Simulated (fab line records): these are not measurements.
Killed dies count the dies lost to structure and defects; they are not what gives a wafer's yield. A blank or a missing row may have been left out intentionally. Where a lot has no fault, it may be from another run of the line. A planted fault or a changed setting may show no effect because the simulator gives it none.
Matching of chambers | flow nand-harc | NHARC_A_SGD_CUT_DEP_00 on pecvd-03 has 3 sister chambers
The step deposits SiNx, target thk 50 nm. 16 wafers are shown with their chamber, then 8 later ones without.

WAFERS WITH THEIR CHAMBER
wafer  | chamber | heater-power-w (W)
L112.2 | 0       | 821
L112.5 | 1       | 650
L112.6 | 2       | 701
L110.1 | 2       | 672
L110.2 | 0       | 730
L110.6 | 0       | 731
L108.4 | 2       | 743
L108.5 | 0       | 769
L108.6 | 1       | 591
L113.3 | 0       | 766
L113.5 | 2       | 691
L113.6 | 0       | 749
L118.1 | 0       | 711
L118.3 | 2       | 719
L118.6 | 0       | 728
L125.2 | 2       | 778

SIGNATURES, as means of the wafers listed above
reading        | chamber 0 | chamber 1 | chamber 2 | scatter within a chamber
heater-power-w | 750.62    | 620.50    | 717.33    | 36.7
Rule: distance of a wafer from a chamber = root of the sum over the readings of ((wafer's reading minus chamber's mean) / reading's scatter) squared. The wafer belongs to the nearest chamber; if the next one is less than 2 further off, it can't be placed. The scatter is the square root of a quotient: the sum, over the shown wafers, of each reading's squared deviation from its chamber's mean, divided by wafers minus chambers.

WAFERS WITH NO CHAMBER GIVEN
wafer  | heater-power-w (W)
L125.3 | 687
L125.4 | 791
L128.1 | 808
L128.3 | 678
L128.4 | 680
L130.2 | 603
L130.4 | 614
L130.5 | 729

EACH ONE'S CHAMBER
wafer  | from the rows above          | in truth
L125.3 | can't be placed: 2 or 0 or 1 | 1
L125.4 | can't be placed: 0 or 2      | 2
L128.1 | can't be placed: 0 or 2      | 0
L128.3 | can't be placed: 2 or 1 or 0 | 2
L128.4 | can't be placed: 2 or 1 or 0 | 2
L130.2 | 1                            | 1
L130.4 | 1                            | 1
L130.5 | can't be placed: 2 or 0      | 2
2 of 8 placed correctly. Can't be placed from these rows: 6 (the true chamber is among the candidates in 6). Placed wrongly: 0.
